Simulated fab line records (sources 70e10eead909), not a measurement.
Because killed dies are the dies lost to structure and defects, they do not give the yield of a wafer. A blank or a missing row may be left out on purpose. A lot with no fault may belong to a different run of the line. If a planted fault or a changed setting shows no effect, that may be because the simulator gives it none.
A lot that was struck, set against a sound lot	flow nandHarc	15 steps out of a route of 1302
Sound: the wafers L488.1, L488.3, L488.6. Wafers struck: L495.3, L495.5, L495.6. At the end, the cause is stated.
For every step that has rows: the tool of each side, followed by ch and its chambers, followed by its first start. Under that, the readings that differ: sound wafers	struck wafers	difference of the means	sigmas: that difference in standard deviations of wafers without a fault.
alike: words and numbers the same on both sides, and readings whose means are apart by under 2 such deviations; not compared: readings that were withheld, readings missing a value for some wafer, numbers with overlapping values and no deviation given by the record, and bounds like >300 which may hide the same value.
Wherever a step has rows on one side only, a row that says differs or no value, or a row with sigmas, the two part there. When numbers do not overlap yet have no deviation, they are printed without sigmas and do not part them. Lack of a reading on every wafer of one side parts them only where that side has two or more wafers.

NHARC_P_ZERO_WELL_DESCUM_54: chemistry O2, time 3 s.
  sound on rieDiel-10 ch 1,2,3, day 2 22:02; struck on rieDiel-06 ch 0,1,2, day 5 19:40
  alike: drypumpMotorCurrentA, oesProductAu, rfVppV, showerheadPlenumPTorr, throttleValvePct
  not compared: rfHoursCounterH
then, 5 steps without rows for these wafers: NHARC_P_ZERO_WELL_IMPLANT_55; NHARC_P_ZERO_WELL_IMPLANT_61; NHARC_P_ZERO_WELL_STRIP_56 (strips in SPM, time 840 s); NHARC_P_ZERO_WELL_PRECLEAN_68 (cleans in SC1, time 60 s); NHARC_P_ZERO_WELL_SRD_69.
NHARC_P_ZERO_WELL_RTA_42: time 300 s.
  sound on rtpAnneal-01 ch 0, day 2 23:00; struck on rtpAnneal-02 ch 0, day 5 20:50
  alike: lampPowerPct, lamp_zone_2_pct, wafer_temp_C_max
NHARC_P_ZERO_WELL_INSPECT_43:
  sound on defectInspect-01, day 2 23:40; struck on defectInspect-02, day 5 21:18
  alike: rawDefectCount
then, 4 steps without rows for these wafers: NHARC_P_STI_ETCH_26 (etches SiO2 in dHF, target depth 11 nm); NHARC_P_STI_PRECLEAN_27 (cleans in SC1); NHARC_P_STI_SRD_28; NHARC_P_STI_OXIDE_29 (material SiO2, target thk 10 nm, ox time 1362 s).
NHARC_P_STI_HM_DEP_30: deposits Si3N4, target thk 80 nm, time 873 s.
  sound on lpcvd-01 ch 1, day 3 10:05; struck on lpcvd-02 ch 0, day 6 09:13
  no value came back on the struck wafers for any of 6 readings (pressureMtorr (mTorr), runLengthS (s) and others); on the sound wafers pressureMtorr (mTorr) reads 300.4 300.1 299.6
then, 1 step without rows for these wafers: NHARC_P_STI_DEHYDRATE_01 (time 120 s).
-- the record jumps here: 24 days lie between the struck wafers' starts before and after (it left off in module P_STI and takes up again in module END, whose first step shown is number 1302 of the route) --
NHARC_END_SORT_01:
  sound on prober-02 ch 0, day 25 08:00; struck on prober-02 ch 0, day 30 18:08
reading	sound	struck	difference	sigmas
hold	- - -	awaitDispo/1.3h/scrap awaitDispo/1.3h/scrap awaitDispo/1.3h/scrap	no value on the sound wafers	
killedAtPeriphery	10 4 7	611 611 625	+609	+99 or more
killedDies	76 70 74	677 677 677	+604	+34
  alike: killedAtArray, killedAtOther, killedOpen, killedShort

WHERE THEY PART
At NHARC_P_STI_HM_DEP_30 first; at NHARC_END_SORT_01 last (within this record only).

WHY: whatever the simulator had introduced
At NHARC_P_STI_HM_DEP_30, the step was skipped entirely on lpcvd-02 from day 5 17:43 on. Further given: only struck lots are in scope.
